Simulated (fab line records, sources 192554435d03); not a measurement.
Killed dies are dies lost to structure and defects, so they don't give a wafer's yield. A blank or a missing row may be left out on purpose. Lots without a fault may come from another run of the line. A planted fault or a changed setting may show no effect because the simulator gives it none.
Split-lot experiment | flow n5_finfet | 7 lots, 39 wafers read, on a route of 1938 steps

THE SPLIT
At N5_MOL_CONTACT_COAG_ETCH_91 (etches SOC in N2/H2, target depth 60 nm, overetch 21 nm, time 101.2 s), the setting time_s was moved away from the recipe's 101.2 s on 18 of the 39 wafers read, by -16.0% to +19.9%. The other wafers ran this setting at the recipe's value.

The reading is taken at the split's own step.

THE READING
SiARC_of_MOL_CONTACT_COAG_COAT_76.thk_nm (the simulator's own value, which no gauge read), in nm, at N5_MOL_CONTACT_COAG_ETCH_91 (etches SOC in N2/H2, target depth 60 nm, overetch 21 nm, time 101.2 s). The file gives no usual value for it. The 21 wafers here that ran the recipe average 5.8 nm, standard deviation 0.11 nm.

wafer  | tool, chamber at the split | time_s as run, s | against the recipe | SiARC_of_MOL_CONTACT_COAG_COAT_76.thk_nm, nm | against lot-mates on the recipe
L075.1 | rie_diel-02, 1,2,3         | 110.2            | +8.9%              | 5.4                                          | -0.5
L075.2 | rie_diel-02, 1,2,3         | 110.2            | +8.9%              | 5.4                                          | -0.5
L075.3 | rie_diel-02, 1,2,3         | 110.2            | +8.9%              | 5.4                                          | -0.5
L075.4 | rie_diel-02, 0             | 101.2            | recipe             | 6                                            | -
L075.5 | rie_diel-02, 0,3           | 101.2            | recipe             | 5.8                                          | -
L075.6 | rie_diel-02, 0,3           | 101.2            | recipe             | 5.8                                          | -
L076.1 | rie_diel-02, 3,2,1         | 121.3            | +19.9%             | 5                                            | -0.9
L076.2 | rie_diel-02, 3,2,1         | 121.3            | +19.9%             | 5                                            | -0.9
L076.5 | rie_diel-02, 3,2,1         | 121.3            | +19.9%             | 5                                            | -0.9
L076.3 | rie_diel-02, 0             | 101.2            | recipe             | 6                                            | -
L076.4 | rie_diel-02, 1,2           | 101.2            | recipe             | 5.8                                          | -
L076.6 | rie_diel-02, 1,2           | 101.2            | recipe             | 5.8                                          | -
L084.1 | rie_diel-04, 2,1           | 113.4            | +12.1%             | 5.4                                          | -0.3
L084.6 | rie_diel-04, 2,1           | 113.4            | +12.1%             | 5.4                                          | -0.3
L084.2 | rie_diel-04, 1,2           | 101.2            | recipe             | 5.8                                          | -
L084.5 | rie_diel-04, 1,2           | 101.2            | recipe             | 5.8                                          | -
L084.3 | rie_diel-04, 3             | 113.4            | +12.1%             | 5.2                                          | -0.5
L084.4 | rie_diel-04, 0             | 101.2            | recipe             | 5.6                                          | -
L087.1 | rie_diel-02, 0,1,2         | 101.2            | recipe             | 5.8                                          | -
L087.5 | rie_diel-02, 0,1,2         | 101.2            | recipe             | 5.8                                          | -
L087.6 | rie_diel-02, 0,1,2         | 101.2            | recipe             | 5.8                                          | -
L087.2 | rie_diel-02, 3,2,1         | 110.3            | +9.0%              | 5.4                                          | -0.4
L087.3 | rie_diel-02, 3,2,1         | 110.3            | +9.0%              | 5.4                                          | -0.4
L087.4 | rie_diel-02, 3,2,1         | 110.3            | +9.0%              | 5.4                                          | -0.4
L088.2 | rie_diel-04, 2,3           | 101.2            | recipe             | 5.8                                          | -
L088.5 | rie_diel-04, 2,3           | 101.2            | recipe             | 5.8                                          | -
L088.3 | rie_diel-04, 0             | 101.2            | recipe             | 5.6                                          | -
L091.1 | rie_diel-04, 2             | 101.2            | recipe             | 5.8                                          | -
L091.5 | rie_diel-04, 2             | 101.2            | recipe             | 5.8                                          | -
L091.2 | rie_diel-04, 3             | 109.1            | +7.8%              | 5.4                                          | -0.3
L091.3 | rie_diel-04, 0             | 101.2            | recipe             | 5.6                                          | -
L091.4 | rie_diel-04, 1             | 109.1            | +7.8%              | 5.6                                          | -0.1
L091.6 | rie_diel-04, 1             | 109.1            | +7.8%              | 5.6                                          | -0.1
L094.1 | rie_diel-02, 3,1           | 101.2            | recipe             | 5.8                                          | -
L094.6 | rie_diel-02, 3,1           | 101.2            | recipe             | 5.8                                          | -
L094.2 | rie_diel-02, 1             | 85.01            | -16.0%             | 6.4                                          | +0.5
L094.3 | rie_diel-02, 2,0           | 85.01            | -16.0%             | 6.6                                          | +0.7
L094.5 | rie_diel-02, 2,0           | 85.01            | -16.0%             | 6.6                                          | +0.7
L094.4 | rie_diel-02, 0             | 101.2            | recipe             | 6                                            | -
Where a row lists several chambers, the file gives one row for several wafers and doesn't say which wafer went through which chamber.

THE FIT
A straight line over all 39 wafers: SiARC_of_MOL_CONTACT_COAG_COAT_76.thk_nm changes by -0.0423 nm for each +1% of time_s; r = -0.97; the points scatter about the line by 0.097 nm.
The same after taking each lot's own level away (the mean of its wafers on the recipe; 39 wafers): -0.0415 nm for each +1%; r = -0.96; scatter 0.097 nm.
On that fit, the largest move of time_s shifts the reading by 0.82 nm.
The lots' own levels span 5.73 to 5.87 nm, that is 1.2 times the standard deviation above.
So the lot-to-lot level changes the slope little: the two slopes agree.
Check: with one of the wafers moved furthest among these (+19.9%) left out of the fit, the line predicts -0.813 nm for it against its lot-mates. It came out at -0.867 nm against them.

OTHER SPLITS ON THESE WAFERS
These wafers also went through other splits before the reading. Each is held against what the fit with the lots' levels taken away leaves over:
other split on the same wafers     | wafers away from the commonest value | r with SiARC_of_MOL_CONTACT_COAG_COAT_76.thk_nm (lot level and that fit taken away)
N5_FIN_CUT_CUT_ETCH_15 time_s      | 15                                   | -0.35
N5_DUMMY_GATE_ETCH_42 bias_w       | 18                                   | +0.15
N5_SD_EPI_N_ETCH_16 target_depth_a | 6                                    | +0.23
N5_HKMG_FIN_ETCH_35 time_s         | 15                                   | +0.23
N5_GATE_CUT_ETCH_56 icp_w          | 15                                   | -0.19

THE FILE'S OWN FIT
SiARC_of_MOL_CONTACT_COAG_COAT_76.thk_nm changes by -0.0413 nm for each +1% of time_s, r = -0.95.
